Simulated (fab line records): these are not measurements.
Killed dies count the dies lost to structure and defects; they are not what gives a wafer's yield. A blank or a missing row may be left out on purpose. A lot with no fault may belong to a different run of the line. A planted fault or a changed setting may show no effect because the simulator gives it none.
fab line records	flow n5_finfet
record: lots: 7	wafers: 21
route steps=1938 shown PMOS_HMC_CHANNEL_EPI@58 DUMMY_GATE@225 SPACER0@259 SD_EPI_N@267 SD_EPI_P@301
start_h: hours from the record's opening day to when the first of the lot's shown wafers began	wait_h: hours since the lot's step before	" same as the row above	L1.1+2: several wafers, shown together as one row	- no value, or no start was given	* or withheld: withheld	< > ~ a bound
route shown NAME@n: a module of which the file shows steps, and the number in the route of the first	usual: average and standard deviation across the fault-free wafers	same: alike in all rows	chamber/n: place in a boat	sites: the reading at each site	_std_site: how widely they spread, as a standard deviation	_edge_site: mean of outer sites minus mean of inner sites	radius_mm: for every site, how far away it sits from the centre of the wafer	mask NAME#n: copy n	behind: tool/chamber where the wafer was last shaped	hold: why the lot went on hold/how many hours it stayed there/how the hold came to an end	device: whichever transistor did not switch (one of n, p or np)	end of line: the tests these same wafers got at the end of their route	a step given without rows: its recipe and nothing more	killed: at the first sort, the dies lost to defects and structure; wafer yield is something else	map: shows each die of a wafer: x if killed, . if not, _ if none is there
set.NAME: the setting as run; set.NAME@STEP: as run at that earlier step	model.NAME: the simulator's own value behind a step, which no gauge read
lots run with intentionally changed settings; tables by step, rows by wafer
== steps ==
step: N5_PMOS_HMC_CHANNEL_EPI_COAT_31
recipe: resist: BARC	temp_c: 205	time_s: 60	spin_rpm: 1500	resist_thk_nm: 66
lot.wafer	tool	chamber	start_h	wait_h	set.spin_rpm	model.BARC_of_PMOS_HMC_CHANNEL_EPI_COAT_31.thk_nm
L077.1	litho_track-05	0	35.56	0.0	1500	65.86
L077.5	"	0	"	"	1500	65.77
L077.6	"	0	"	"	1383	68.62
L078.4	litho_track-04	0	43.95	0.0	1453	67.29
L078.5	"	0	"	"	1500	66.06
L078.6	"	0	"	"	1500	65.95
L080.1	litho_track-03	0	52.80	0.0	1500	66.36
L080.5	"	0	"	"	1500	66.34
L080.6	"	0	"	"	1500	66.48
L083.4	litho_track-03	0	71.78	0.0	1500	66.1
L083.5	"	0	"	"	1606	63.9
L083.6	"	0	"	"	1606	64.03
L084.2	litho_track-05	0	77.28	0.1	1500	65.96
L084.4	"	0	"	"	1500	65.94
L084.6	"	0	"	"	1500	66
L096.3	litho_track-05	0	149.02	0.0	1500	65.74
L096.5	"	0	"	"	1500	65.76
L096.6	"	0	"	"	1500	65.71
L097.2	litho_track-03	0	155.11	0.0	1399	68.71
L097.4	"	0	"	"	1500	66.19
L097.5	"	0	"	"	1500	66.14
step: N5_PMOS_HMC_CHANNEL_EPI_PEB_07
recipe: peb_temp_c: 110	peb_time_s: 60	resist: CAR-ArF-block
lot.wafer	tool	chamber	start_h	wait_h	set.peb_temp_c
L077.1	litho_track-05	0	35.86	0.1	113.1
L077.5+6	"	0	"	"	110
L078.4+5	litho_track-03	0	44.11	0.0	111.4
L078.6	"	0	"	"	110
L080.1+5+6	litho_track-03	0	53.08	0.1	110
L083.4+6	litho_track-03	0	72.06	0.0	110
L083.5	"	0	"	"	111.3
L084.2	litho_track-03	0	77.44	0.0	106.4
L084.4+6	"	0	"	"	110
L096.3	litho_track-05	0	149.31	0.0	110
L096.5+6	"	0	"	"	112.4
L097.2+4+5	litho_track-03	0	155.39	0.0	110
step: N5_PMOS_HMC_CHANNEL_EPI_DEVELOP_08
recipe: develop_time_s: 30	developer: TMAH	resist: CAR-ArF-block	dev_temp_c: 23	rinse_liquid: diw	dry: air_spin
step: N5_PMOS_HMC_CHANNEL_EPI_CD_MEAS_09
recipe: target_cd_nm: 237.4	landing_energy_ev: 500	detector: se_inlens
usual: cd_nm: 237.0/0.91
lot.wafer	tool	chamber	start_h	wait_h	set.peb_temp_c@PMOS_HMC_CHANNEL_EPI_PEB_07	cd_nm
L077.1	cd_sem-01	0	35.92	-	113.1	245.4
L077.5	"	0	"	"	110	237.4
L077.6	"	0	"	"	110	237.5
L078.4	cd_sem-02	0	44.18	-	111.4	241.1
L078.5	"	0	"	"	111.4	242.2
L078.6	"	0	"	"	110	237.3
L080.1	cd_sem-01	0	53.15	-	110	236.6
L080.5	"	0	"	"	110	237.1
L080.6	"	0	"	"	110	236.4
L083.4	cd_sem-01	0	72.13	-	110	237.6
L083.5	"	0	"	"	111.3	241.2
L083.6	"	0	"	"	110	238.0
L084.2	cd_sem-02	0	77.51	-	106.4	224.9
L084.4	"	0	"	"	110	236.8
L084.6	"	0	"	"	110	237.0
L096.3	cd_sem-02	0	149.38	-	110	236.0
L096.5	"	0	"	"	112.4	243.0
L096.6	"	0	"	"	112.4	243.0
L097.2	cd_sem-02	0	155.46	-	110	235.5
L097.4	"	0	"	"	110	235.5
L097.5	"	0	"	"	110	235.5
step: N5_PMOS_HMC_CHANNEL_EPI_DESCUM_14
recipe: chemistry: O2	time_s: 7.9	source_power_w: 50	bias_power_w: 20	pressure_mtorr: 20	rf_frequency_hz: 2.712e+07	temp_c: 40	resist: CAR-ArF-block	o2_flow_sccm: 225
lot.wafer	tool	chamber	start_h	wait_h	set.peb_temp_c@PMOS_HMC_CHANNEL_EPI_PEB_07	model.PMOS_HMC_CHANNEL_EPI.cd_nm
L077.1	rie_diel-05	3	36.31	0.3	113.1	245.7
L077.5	"	1	"	"	110	237.3
L077.6	"	3	"	"	110	237.2
L078.4	rie_diel-04	1	44.26	0.0	111.4	241.3
L078.5	"	3	"	"	111.4	242.4
L078.6	"	2	"	"	110	237.2
L080.1	rie_diel-05	3	53.26	0.1	110	236.6
L080.5	"	2	"	"	110	237.1
L080.6	"	3	"	"	110	236.2
L083.4+6	rie_diel-05	2	72.22	0.0	110	237.7
L083.5	"	3	"	"	111.3	241
L084.2	rie_diel-05	3	77.60	0.0	106.4	224.9
L084.4	"	2	"	"	110	236.9
L084.6	"	0	"	"	110	237.1
L096.3	rie_diel-03	3	149.46	0.0	110	236.1
L096.5	"	1	"	"	112.4	243.2
L096.6	"	2	"	"	112.4	243.3
L097.2	rie_diel-04	0	155.55	0.0	110	235.5
L097.4	"	3	"	"	110	235.4
L097.5	"	2	"	"	110	235.7
step: N5_PMOS_HMC_CHANNEL_EPI_ETCH_32
recipe: chemistry: N2/H2	target: BARC	stop_on: SiO2	target_depth_a: 858	over_etch_frac: 0.3	time_s: 50.3	ion_energy_ev: 200	mask_material: CAR-ArF-block	pressure_mtorr: 30	source_w: 840	bias_w: 150	n2_flow_sccm: 200	h2_flow_sccm: 200
lot.wafer	tool	chamber	start_h	wait_h	set.spin_rpm@PMOS_HMC_CHANNEL_EPI_COAT_31	set.peb_temp_c@PMOS_HMC_CHANNEL_EPI_PEB_07	model.PMOS_HMC_CHANNEL_EPI.cd_nm	model.etch.depth_nm
L077.1	rie_diel-05	3	36.35	0.0	1500	113.1	248.2	65.86
L077.5	"	1	"	"	1500	110	240.3	65.77
L077.6	"	3	"	"	1383	110	240	68.62
L078.4	rie_diel-04	1	44.30	0.0	1453	111.4	243.7	67.29
L078.5	"	3	"	"	1500	111.4	245.1	66.06
L078.6	"	2	"	"	1500	110	238.7	65.95
L080.1	rie_diel-05	3	53.29	0.0	1500	110	239.8	66.36
L080.5	"	2	"	"	1500	110	241.6	66.34
L080.6	"	3	"	"	1500	110	239.5	66.48
L083.4	rie_diel-05	2	72.25	0.0	1500	110	241.6	66.1
L083.5	"	3	"	"	1606	111.3	243.6	63.9
L083.6	"	2	"	"	1606	110	241.7	64.03
L084.2	rie_diel-05	3	77.63	0.0	1500	106.4	227.1	65.96
L084.4	"	2	"	"	1500	110	240.7	65.94
L084.6	"	0	"	"	1500	110	239.1	66
L096.3	rie_diel-03	3	149.50	0.0	1500	110	239	65.74
L096.5	"	1	"	"	1500	112.4	244.6	65.76
L096.6	"	2	"	"	1500	112.4	245.6	65.71
L097.2	rie_diel-04	0	155.58	0.0	1399	110	237.7	68.71
L097.4	"	3	"	"	1500	110	237.8	66.19
L097.5	"	2	"	"	1500	110	238.8	66.14
step: N5_DUMMY_GATE_COAT_09
recipe: resist: CAR-EUV	spin_rpm: 1500	resist_thk_nm: 30
lot.wafer	tool	chamber	start_h	wait_h	set.spin_rpm	model.CAR-EUV_of_DUMMY_GATE_COAT_09.thk_nm
L077.1+6	litho_track-03	0	-	-	1500	30
L077.5	"	0	"	"	1500	30.2
L078.4	litho_track-03	0	-	-	1574	29.4
L078.5+6	"	0	"	"	1500	30
L080.1	litho_track-02	0	-	-	1500	29.8
L080.5+6	"	0	"	"	1500	30
L083.4	litho_track-04	0	-	-	1346	31.6
L083.5	"	0	"	"	1346	31.8
L083.6	"	0	"	"	1500	29.8
L084.2	litho_track-03	0	-	-	1435	30.8
L084.4+6	"	0	"	"	1435	30.6
L096.3	litho_track-03	0	-	-	1664	28.6
L096.5	"	0	"	"	1500	30
L096.6	"	0	"	"	1664	28.4
L097.2+4	litho_track-04	0	-	-	1354	31.6
L097.5	"	0	"	"	1500	30
step: N5_DUMMY_GATE_EXPOSE_12
recipe: mask_id: GATE	na: 0.33	source_shape: annular	sigma_inner: 0.2	sigma_outer: 0.6	polarization: unpolarized	target_cd_nm: 25	dose_mj: 34
lot.wafer	tool	chamber	start_h	wait_h	mask	set.dose_mj
L077.1+5	euv_scanner-01	0	66.11	-	GATE#0	34
L077.6	"	0	"	"	GATE#0	35.03
L078.4+5+6	euv_scanner-01	0	74.60	-	GATE#0	34
L080.1+5+6	euv_scanner-01	0	83.36	-	GATE#0	34
L083.4+5+6	euv_scanner-01	0	105.53	-	GATE#0	34
L084.2+6	euv_scanner-01	0	111.20	-	GATE#0	31.99
L084.4	"	0	"	"	GATE#0	34
L096.3+6	euv_scanner-01	0	177.23	-	GATE#0	36.35
L096.5	"	0	"	"	GATE#0	34
L097.2+5	euv_scanner-02	0	183.87	-	GATE#0	34
L097.4	"	0	"	"	GATE#0	32.71
step: N5_DUMMY_GATE_PEB_13
recipe: peb_temp_c: 100	peb_time_s: 60	resist: CAR-EUV
step: N5_DUMMY_GATE_DEVELOP_14
recipe: develop_time_s: 30	developer: TMAH	resist: CAR-EUV	rinse_liquid: surfactant_rinse	dry: air_spin	dev_temp_c: 23
step: N5_DUMMY_GATE_CD_MEAS_15
recipe: target_cd_nm: 25.8	landing_energy_ev: 500	detector: se_inlens
usual: cd_nm: 24.96/0.24
lot.wafer	tool	chamber	start_h	wait_h	set.dose_mj@DUMMY_GATE_EXPOSE_12	cd_nm
L077.1	cd_sem-02	0	66.24	-	34	25.13
L077.5	"	0	"	"	34	25.27
L077.6	"	0	"	"	35.03	24.14
L078.4	cd_sem-02	0	74.72	-	34	25.17
L078.5	"	0	"	"	34	25.24
L078.6	"	0	"	"	34	25.22
L080.1	cd_sem-01	0	83.48	-	34	25.08
L080.5	"	0	"	"	34	25.09
L080.6	"	0	"	"	34	24.95
L083.4	cd_sem-02	0	105.64	-	34	25.13
L083.5	"	0	"	"	34	24.77
L083.6	"	0	"	"	34	24.99
L084.2	cd_sem-01	0	111.33	-	31.99	26.03
L084.4	"	0	"	"	34	24.70
L084.6	"	0	"	"	31.99	26.25
L096.3	cd_sem-01	0	177.35	-	36.35	23.51
L096.5	"	0	"	"	34	24.79
L096.6	"	0	"	"	36.35	23.90
L097.2	cd_sem-02	0	183.99	-	34	24.92
L097.4	"	0	"	"	32.71	25.79
L097.5	"	0	"	"	34	24.73
step: N5_DUMMY_GATE_DESCUM_20
recipe: chemistry: O2	time_s: 6.2	source_power_w: 50	bias_power_w: 20	pressure_mtorr: 20	rf_frequency_hz: 2.712e+07	temp_c: 40	resist: CAR-EUV	o2_flow_sccm: 225
lot.wafer	tool	chamber	start_h	wait_h	set.spin_rpm@DUMMY_GATE_COAT_09	model.CAR-EUV_of_DUMMY_GATE_COAT_09.thk_nm
L077.1+6	rie_diel-04	1,0	66.37	0.0	1500	26.4
L077.5	"	3	"	"	1500	26.6
L078.4	rie_diel-04	2	74.84	0.0	1574	25.8
L078.5+6	"	1,0	"	"	1500	26.4
L080.1+5+6	rie_diel-04	0,3,2	83.65	0.1	1500	26.4
L083.4	rie_diel-03	3	105.77	0.0	1346	28
L083.5	"	0	"	"	1346	28.2
L083.6	"	1	"	"	1500	26.4
L084.2	rie_diel-04	3	111.60	0.2	1435	27.2
L084.4+6	"	0,3	"	"	1435	27
L096.3	rie_diel-04	1	177.90	0.4	1664	25
L096.5	"	1	"	"	1500	26.4
L096.6	"	2	"	"	1664	24.8
L097.2+4	rie_diel-05	0,2	184.58	0.5	1354	28
L097.5	"	0	"	"	1500	26.6
step: N5_DUMMY_GATE_ETCH_29
recipe: chemistry: N2/H2	target: underlayer	target_depth_a: 130	ion_energy_ev: 200	pressure_mtorr: 30	source_w: 840	bias_w: 150	n2_flow_sccm: 200	h2_flow_sccm: 200
lot.wafer	tool	chamber	start_h	wait_h	set.spin_rpm@DUMMY_GATE_COAT_09	model.CAR-EUV_of_DUMMY_GATE_COAT_09.thk_nm
L077.1+5	rie_diel-04	1,3	66.43	0.0	1500	19
L077.6	"	0	"	"	1500	18.8
L078.4	rie_diel-04	2	74.91	0.0	1574	17.8
L078.5	"	1	"	"	1500	18.8
L078.6	"	0	"	"	1500	18.6
L080.1+5+6	rie_diel-04	0,3,2	83.72	0.0	1500	18.6
L083.4+5	rie_diel-03	3,0	105.84	0.0	1346	20.4
L083.6	"	1	"	"	1500	18.6
L084.2	rie_diel-04	3	111.66	0.0	1435	19.6
L084.4+6	"	0,3	"	"	1435	19.4
L096.3	rie_diel-04	1	177.96	0.0	1664	17.4
L096.5	"	1	"	"	1500	19
L096.6	"	2	"	"	1664	17
L097.2	rie_diel-05	0	184.64	0.0	1354	20.4
L097.4	"	2	"	"	1354	20.6
L097.5	"	0	"	"	1500	19
step: N5_SPACER0_ALD_00
recipe: material: SiOCN	target_thk_a: 35	temp_c: 400	ald_precursor_family: alkyl-aminosilane	ald_co_reactant: O2/N2-plasma	pulse_time_s: 3	purge_time_s: 2	co_reactant_purge_time_s: 2	ald_cycles: 58	pressure_torr: 2
lot.wafer	tool	chamber	start_h	wait_h	set.ald_cycles	model.SiOCN_of_SPACER0_ALD_00.thk_nm
L077.1	ald_sin-01	2	67.88	0.1	58	3.6
L077.5	"	2	"	"	67	4
L077.6	"	3	"	"	58	3.4
L078.4+5+6	ald_sin-04	1,0,1	76.19	0.1	58	3.6
L080.1+6	ald_sin-01	0,3	85.02	0.1	58	3.4
L080.5	"	2	"	"	58	3.6
L083.4+5+6	ald_sin-04	2,0,3	107.49	0.1	58	3.6
L084.2+6	ald_sin-01	1	113.11	0.1	58	3.6
L084.4	"	0	"	"	55	3.4
L096.3	ald_sin-03	1	180.31	0.1	58	3.6
L096.5+6	"	2,1	"	"	53	3.2
L097.2+5	ald_sin-03	2,1	186.00	0.1	52	3.2
L097.4	"	1	"	"	58	3.6
step: N5_SD_EPI_N_EXPOSE_06
recipe: mask_id: SD_N_BLK	na: 1.35	source_shape: conventional	sigma_outer: 0.8	polarization: unpolarized	target_cd_nm: 120	dose_mj: 39.75
lot.wafer	tool	chamber	start_h	wait_h	mask	set.dose_mj
L077.1+6	arfi_scanner-02	0	68.57	-	SD_N_BLK#0	37.56
L077.5	"	0	"	"	SD_N_BLK#0	39.75
L078.4	arfi_scanner-02	0	76.77	-	SD_N_BLK#0	38.56
L078.5+6	"	0	"	"	SD_N_BLK#0	39.75
L080.1+5+6	arfi_scanner-01	0	85.59	-	SD_N_BLK#0	39.75
L083.4+6	arfi_scanner-01	0	108.20	-	SD_N_BLK#0	40.87
L083.5	"	0	"	"	SD_N_BLK#0	39.75
L084.2+4	arfi_scanner-03	0	113.81	-	SD_N_BLK#0	37.45
L084.6	"	0	"	"	SD_N_BLK#0	39.75
L096.3+5+6	arfi_scanner-03	0	181.01	-	SD_N_BLK#0	38.88
L097.2+4+5	arfi_scanner-01	0	186.70	-	SD_N_BLK#0	39.75
step: N5_SD_EPI_N_PEB_07
recipe: peb_temp_c: 110	peb_time_s: 60	resist: CAR-ArF-block
step: N5_SD_EPI_N_DEVELOP_08
recipe: develop_time_s: 30	developer: TMAH	resist: CAR-ArF-block	dev_temp_c: 23	rinse_liquid: diw	dry: air_spin
step: N5_SD_EPI_N_CD_MEAS_09
recipe: target_cd_nm: 120	landing_energy_ev: 500	detector: se_inlens
usual: cd_nm: 120.0/0.66
lot.wafer	tool	chamber	start_h	wait_h	set.dose_mj@SD_EPI_N_EXPOSE_06	cd_nm
L077.1	cd_sem-02	0	68.69	-	37.56	115.4
L077.5	"	0	"	"	39.75	120.2
L077.6	"	0	"	"	37.56	115.6
L078.4	cd_sem-01	0	76.88	-	38.56	117.0
L078.5	"	0	"	"	39.75	119.5
L078.6	"	0	"	"	39.75	118.8
L080.1	cd_sem-01	0	85.71	-	39.75	120.1
L080.5	"	0	"	"	39.75	119.6
L080.6	"	0	"	"	39.75	120.4
L083.4	cd_sem-01	0	108.31	-	40.87	123.9
L083.5	"	0	"	"	39.75	119.9
L083.6	"	0	"	"	40.87	122.0
L084.2	cd_sem-03	0	113.93	-	37.45	116.3
L084.4	"	0	"	"	37.45	116.1
L084.6	"	0	"	"	39.75	119.6
L096.3	cd_sem-02	0	181.12	-	38.88	118.6
L096.5	"	0	"	"	38.88	118.0
L096.6	"	0	"	"	38.88	118.9
L097.2	cd_sem-01	0	186.81	-	39.75	120.4
L097.4	"	0	"	"	39.75	120.1
L097.5	"	0	"	"	39.75	119.9
step: N5_SD_EPI_N_DESCUM_14
recipe: chemistry: O2	time_s: 7.9	source_power_w: 50	bias_power_w: 20	pressure_mtorr: 20	rf_frequency_hz: 2.712e+07	temp_c: 40	resist: CAR-ArF-block	o2_flow_sccm: 225
lot.wafer	tool	chamber	start_h	wait_h	set.dose_mj@SD_EPI_N_EXPOSE_06	model.SD_EPI_N.cd_nm
L077.1	rie_diel-06	3	69.77	1.0	37.56	115.2
L077.5	"	3	"	"	39.75	120
L077.6	"	2	"	"	37.56	115.8
L078.4	rie_diel-02	1	77.18	0.2	38.56	116.8
L078.5	"	2	"	"	39.75	119.2
L078.6	"	3	"	"	39.75	119
L080.1	rie_diel-02	2	85.88	0.1	39.75	120.4
L080.5	"	0	"	"	39.75	119.6
L080.6	"	1	"	"	39.75	120
L083.4	rie_diel-02	3	108.77	0.4	40.87	123.8
L083.5	"	2	"	"	39.75	119.8
L083.6	"	3	"	"	40.87	122
L084.2	rie_diel-01	1	114.01	0.0	37.45	116.6
L084.4	"	3	"	"	37.45	115.6
L084.6	"	2	"	"	39.75	120
L096.3	rie_diel-01	0	181.43	0.3	38.88	118.4
L096.5	"	1	"	"	38.88	118.2
L096.6	"	2	"	"	38.88	118.8
L097.2	rie_diel-01	0	186.90	0.0	39.75	120.8
L097.4+5	"	3,2	"	"	39.75	120
step: N5_SD_EPI_N_ETCH_34
recipe: chemistry: CF4	target: SiARC	target_depth_a: 455	mask_material: CAR-ArF-block	time_s: 75.8	ion_energy_ev: 80	pressure_mtorr: 40	source_w: 545	bias_w: 36	Ar_flow_sccm: 100	cf4_flow_sccm: 100	ends: cleared
lot.wafer	tool	chamber	start_h	wait_h	set.dose_mj@SD_EPI_N_EXPOSE_06	model.SD_EPI_N.cd_nm
L077.1	rie_diel-06	3	69.81	0.0	37.56	115.2
L077.5	"	3	"	"	39.75	119.8
L077.6	"	2	"	"	37.56	116
L078.4	rie_diel-02	1	77.22	0.0	38.56	117
L078.5	"	2	"	"	39.75	119.2
L078.6	"	3	"	"	39.75	119
L080.1	rie_diel-02	2	85.91	0.0	39.75	120
L080.5	"	0	"	"	39.75	119.6
L080.6	"	1	"	"	39.75	119.8
L083.4	rie_diel-02	3	108.81	0.0	40.87	123.6
L083.5	"	2	"	"	39.75	119.8
L083.6	"	3	"	"	40.87	122
L084.2	rie_diel-01	1	114.05	0.0	37.45	116.6
L084.4	"	3	"	"	37.45	115.6
L084.6	"	2	"	"	39.75	120.2
L096.3+5	rie_diel-01	0,1	181.46	0.0	38.88	118
L096.6	"	2	"	"	38.88	118.8
L097.2	rie_diel-01	0	186.94	0.0	39.75	120.4
L097.4	"	3	"	"	39.75	119.6
L097.5	"	2	"	"	39.75	120
step: N5_SD_EPI_P_PEB_07
recipe: peb_temp_c: 110	peb_time_s: 60	resist: CAR-ArF-block
lot.wafer	tool	chamber	start_h	wait_h	set.peb_time_s
L077.1	litho_track-03	0	73.92	0.1	60
L077.5+6	"	0	"	"	73.07
L078.4	litho_track-05	0	81.46	0.0	67.92
L078.5+6	"	0	"	"	60
L080.1+5+6	litho_track-05	0	90.21	0.1	60
L083.4+5+6	litho_track-05	0	113.67	0.0	60
L084.2	litho_track-04	0	118.35	0.0	60
L084.4+6	"	0	"	"	69.73
L096.3+5	litho_track-05	0	185.71	0.0	55.04
L096.6	"	0	"	"	60
L097.2	litho_track-04	0	191.66	0.0	60
L097.4+5	"	0	"	"	64.72
step: N5_SD_EPI_P_DEVELOP_08
recipe: develop_time_s: 30	developer: TMAH	resist: CAR-ArF-block	dev_temp_c: 23	rinse_liquid: diw	dry: air_spin
step: N5_SD_EPI_P_CD_MEAS_09
recipe: target_cd_nm: 240	landing_energy_ev: 500	detector: se_inlens
usual: cd_nm: 239.3/0.75
lot.wafer	tool	chamber	start_h	wait_h	set.peb_time_s@SD_EPI_P_PEB_07	cd_nm
L077.1	cd_sem-02	0	73.99	-	60	238.7
L077.5	"	0	"	"	73.07	245.1
L077.6	"	0	"	"	73.07	245.1
L078.4	cd_sem-02	0	81.53	-	67.92	243.5
L078.5	"	0	"	"	60	238.9
L078.6	"	0	"	"	60	240.0
L080.1	cd_sem-01	0	90.28	-	60	238.8
L080.5	"	0	"	"	60	238.4
L080.6	"	0	"	"	60	239.4
L083.4	cd_sem-02	0	113.74	-	60	238.7
L083.5	"	0	"	"	60	237.4
L083.6	"	0	"	"	60	238.6
L084.2	cd_sem-02	0	118.41	-	60	239.9
L084.4	"	0	"	"	69.73	243.5
L084.6	"	0	"	"	69.73	244.7
L096.3	cd_sem-03	0	185.77	-	55.04	235.9
L096.5	"	0	"	"	55.04	236.0
L096.6	"	0	"	"	60	239.5
L097.2	cd_sem-03	0	191.73	-	60	239.2
L097.4	"	0	"	"	64.72	241.3
L097.5	"	0	"	"	64.72	242.5
== key ==
split: step: N5_PMOS_HMC_CHANNEL_EPI_COAT_31	setting: spin_rpm	stated: 1500	by: wafer
response: step: N5_PMOS_HMC_CHANNEL_EPI_COAT_31	reading: model.BARC_of_PMOS_HMC_CHANNEL_EPI_COAT_31.thk_nm	change: -0.35	per: 1%	r: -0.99
response: step: N5_PMOS_HMC_CHANNEL_EPI_ETCH_32	reading: model.etch.depth_nm	change: -0.35	per: 1%	r: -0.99
split: step: N5_PMOS_HMC_CHANNEL_EPI_PEB_07	setting: peb_temp_c	stated: 110	by: wafer
response: step: N5_PMOS_HMC_CHANNEL_EPI_CD_MEAS_09	reading: cd_nm	change: +3.28	per: 1%	r: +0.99
response: step: N5_PMOS_HMC_CHANNEL_EPI_DESCUM_14	reading: model.PMOS_HMC_CHANNEL_EPI.cd_nm	change: +3.35	per: 1%	r: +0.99
response: step: N5_PMOS_HMC_CHANNEL_EPI_ETCH_32	reading: model.PMOS_HMC_CHANNEL_EPI.cd_nm	change: +3.3	per: 1%	r: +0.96
split: step: N5_DUMMY_GATE_COAT_09	setting: spin_rpm	stated: 1500	by: wafer
response: step: N5_DUMMY_GATE_COAT_09	reading: model.CAR-EUV_of_DUMMY_GATE_COAT_09.thk_nm	change: -0.158	per: 1%	r: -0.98
response: step: N5_DUMMY_GATE_DESCUM_20	reading: model.CAR-EUV_of_DUMMY_GATE_COAT_09.thk_nm	change: -0.147	per: 1%	r: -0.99
response: step: N5_DUMMY_GATE_ETCH_29	reading: model.CAR-EUV_of_DUMMY_GATE_COAT_09.thk_nm	change: -0.166	per: 1%	r: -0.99
split: step: N5_DUMMY_GATE_EXPOSE_12	setting: dose_mj	stated: 34	by: wafer
response: step: N5_DUMMY_GATE_CD_MEAS_15	reading: cd_nm	change: -0.216	per: 1%	r: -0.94
split: step: N5_SPACER0_ALD_00	setting: ald_cycles	stated: 58	by: wafer
response: step: N5_SPACER0_ALD_00	reading: model.SiOCN_of_SPACER0_ALD_00.thk_nm	change: +0.0365	per: 1%	r: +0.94
split: step: N5_SD_EPI_N_EXPOSE_06	setting: dose_mj	stated: 39.75	by: wafer
response: step: N5_SD_EPI_N_CD_MEAS_09	reading: cd_nm	change: +0.746	per: 1%	r: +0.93
response: step: N5_SD_EPI_N_DESCUM_14	reading: model.SD_EPI_N.cd_nm	change: +0.78	per: 1%	r: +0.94
response: step: N5_SD_EPI_N_ETCH_34	reading: model.SD_EPI_N.cd_nm	change: +0.763	per: 1%	r: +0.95
split: step: N5_SD_EPI_P_PEB_07	setting: peb_time_s	stated: 60	by: wafer
response: step: N5_SD_EPI_P_CD_MEAS_09	reading: cd_nm	change: +0.3	per: 1%	r: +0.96
